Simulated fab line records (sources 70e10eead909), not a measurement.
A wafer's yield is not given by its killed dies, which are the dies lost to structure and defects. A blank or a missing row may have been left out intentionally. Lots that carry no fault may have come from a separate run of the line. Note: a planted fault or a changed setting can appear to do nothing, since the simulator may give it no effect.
Comparing a struck lot with a sound one || flow nand harc || 14 steps out of a route of 1302
Sound: these wafers, L980.2, L980.3, L980.4. The struck wafers were L975.1, L975.5, L975.6. The cause comes at the end.
For every step that has rows: the tool of each side, followed by ch and its chambers, followed by its first start. Under that, the readings that differ: sound wafers || struck wafers || difference of the means || sigmas: that difference in standard deviations of wafers without a fault.
alike: readings whose means differ by less than 2 such deviations, and words and numbers that are the same on both sides. not compared: withheld readings, readings that some wafer has no value for, bounds like >300 that may hide the same value, and numbers for which the record gives no deviation and whose values overlap.
Wherever a step has rows on one side only, a row that says differs or no value, or a row with sigmas, the two part there. When numbers do not overlap yet have no deviation, they are printed without sigmas and do not part them. A reading missing from all wafers of one side parts the sides only when that side holds two or more wafers.

NHARC_P_ZERO_WELL_INSPECT_43:
  sound on defect inspect-02, day 9 15:37; struck on defect inspect-01, day 7 13:46
{"reading": "raw defect count", "sound": "19 5 15", "struck": "23 30 36", "difference": "+17", "sigmas": "+3"}
then, 11 steps without rows for these wafers: NHARC_P_STI_ETCH_26 (etches SiO2 in dHF, target depth 11 nm); NHARC_P_STI_PRECLEAN_27 (cleans in SC1); NHARC_P_STI_SRD_28; NHARC_P_STI_OXIDE_29 (material SiO2, target thk 10 nm, ox time 1362 s); NHARC_P_STI_HM_DEP_30 (deposits Si3N4, target thk 80 nm, time 873 s); NHARC_P_STI_DEHYDRATE_01 (time 120 s); NHARC_P_STI_HMDS_02 (time 30 s); NHARC_P_STI_COAT_41 (time 65 s); NHARC_P_STI_COAT_03 (resist thk 600 nm); NHARC_P_STI_SOFTBAKE_04 (time 70 s); NHARC_P_STI_EBR_05.
NHARC_P_STI_EXPOSE_06: exposes mask P STI, target cd 200 nm.
  sound on krf scanner-02 ch 0, day 10 11:17; struck on krf scanner-04, day 8 04:16
  no value came back on the struck wafers for exposure dose mJ cm2, focus offset nm (nm); on the sound wafers exposure dose mJ cm2 reads 37.62 37.65 37.58
  alike: mask
then, 1 step without rows for these wafers: NHARC_P_STI_PEB_07 (peb time 80 s).

WHERE THEY PART
Earliest at NHARC_P_ZERO_WELL_INSPECT_43; latest, in this record, at NHARC_P_STI_EXPOSE_06.

WHY: whatever the simulator had introduced
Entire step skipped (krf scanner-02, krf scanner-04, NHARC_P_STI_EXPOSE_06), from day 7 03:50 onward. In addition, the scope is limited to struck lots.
